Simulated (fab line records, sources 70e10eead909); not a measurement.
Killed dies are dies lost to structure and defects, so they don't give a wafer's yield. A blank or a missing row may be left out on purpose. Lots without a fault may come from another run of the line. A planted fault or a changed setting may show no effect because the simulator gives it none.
Chamber matching | flow nand_harc | NHARC_A_CONTACT_ETCH_91 on rie_diel-06: 4 sister chambers
The step etches the open film in CH3F/O2, target depth 40 nm, time 85.7 s. 30 wafers are shown with their chamber, then 12 later ones without.

WAFERS WITH THEIR CHAMBER
wafer  | chamber | showerhead_plenum_p_Torr (Torr) | drypump_motor_current_A (A) | rf_vpp_V (V)
L075.2 | 0       | 2.32                            | 5.7                         | 241.9
L075.3 | 2       | 2.64                            | 5.5                         | 246.4
L075.5 | 1       | 2.37                            | 5.0                         | 243.0
L077.2 | 2       | 2.64                            | 5.5                         | 247.1
L077.3 | 3       | 2.32                            | 6.1                         | 241.6
L077.5 | 0       | 2.32                            | 5.7                         | 243.5
L080.1 | 0       | 2.32                            | 5.7                         | 242.5
L080.3 | 1       | 2.37                            | 5.0                         | 243.0
L080.4 | 2       | 2.64                            | 5.6                         | 245.3
L080.2 | 3       | 2.31                            | 6.1                         | 243.0
L080.5 | 0       | 2.32                            | 5.7                         | 243.9
L080.6 | 1       | 2.37                            | 5.0                         | 244.8
L078.2 | 2       | 2.64                            | 5.5                         | 247.6
L078.3 | 1       | 2.37                            | 5.0                         | 244.1
L078.5 | 2       | 2.64                            | 5.5                         | 246.2
L079.3 | 2       | 2.63                            | 5.5                         | 246.8
L079.4 | 3       | 2.31                            | 6.1                         | 243.9
L079.5 | 2       | 2.63                            | 5.5                         | 248.1
L085.2 | 0       | 2.32                            | 5.7                         | 241.8
L085.3 | 3       | 2.31                            | 6.1                         | 241.6
L085.4 | 2       | 2.63                            | 5.6                         | 245.6
L084.3 | 3       | 2.31                            | 6.1                         | 243.0
L084.4 | 1       | 2.37                            | 5.0                         | 243.5
L084.5 | 2       | 2.63                            | 5.6                         | 247.1
L087.1 | 0       | 2.32                            | 5.7                         | 243.6
L087.3 | 2       | 2.63                            | 5.5                         | 245.5
L087.6 | 2       | 2.63                            | 5.5                         | 246.0
L086.1 | 2       | 2.63                            | 5.5                         | 247.9
L086.3 | 1       | 2.37                            | 5.0                         | 243.1
L086.4 | 0       | 2.32                            | 5.7                         | 241.6

SIGNATURES (means of the wafers above)
reading                  | chamber 0 | chamber 1 | chamber 2 | chamber 3 | scatter within a chamber
showerhead_plenum_p_Torr | 2.3200    | 2.3700    | 2.6342    | 2.3120    | 0.00378
drypump_motor_current_A  | 5.700     | 5.000     | 5.525     | 6.100     | 0.0294
rf_vpp_V                 | 242.686   | 243.583   | 246.633   | 242.620   | 0.924
Rule: a wafer's distance from a chamber is the root of the sum, over the readings, of the square of ((its reading less the chamber's mean) divided by the reading's scatter). The wafer belongs to the nearest chamber; if the next one is less than 2 further off, it can't be placed. The scatter: the root of (the sum of the squares of (reading less its chamber's mean) over the shown wafers, divided by (wafers less chambers)).

WAFERS WITHOUT THEIR CHAMBER
wafer  | showerhead_plenum_p_Torr (Torr) | drypump_motor_current_A (A) | rf_vpp_V (V)
L089.1 | 2.31                            | 5.7                         | 241.9
L089.2 | 2.36                            | 5.0                         | 243.8
L089.6 | 2.30                            | 6.1                         | 241.5
L094.3 | 2.36                            | 5.0                         | 243.1
L094.4 | 2.31                            | 5.7                         | 242.3
L094.5 | 2.36                            | 5.0                         | 242.6
L095.1 | 2.63                            | 5.6                         | 247.2
L095.2 | 2.30                            | 6.1                         | 241.3
L095.4 | 2.36                            | 5.0                         | 242.9
L097.2 | 2.36                            | 5.0                         | 243.8
L097.5 | 2.36                            | 5.0                         | 241.7
L097.6 | 2.63                            | 5.6                         | 245.8

WHICH CHAMBER EACH WENT THROUGH
wafer  | from the rows above | in truth
L089.1 | 0                   | 0
L089.2 | 1                   | 1
L089.6 | 3                   | 3
L094.3 | 1                   | 1
L094.4 | 0                   | 0
L094.5 | 1                   | 1
L095.1 | 2                   | 2
L095.2 | 3                   | 3
L095.4 | 1                   | 1
L097.2 | 1                   | 1
L097.5 | 1                   | 1
L097.6 | 2                   | 2
Placed correctly: 12 of 12. Can't be placed from these rows: 0. Placed wrongly: 0.
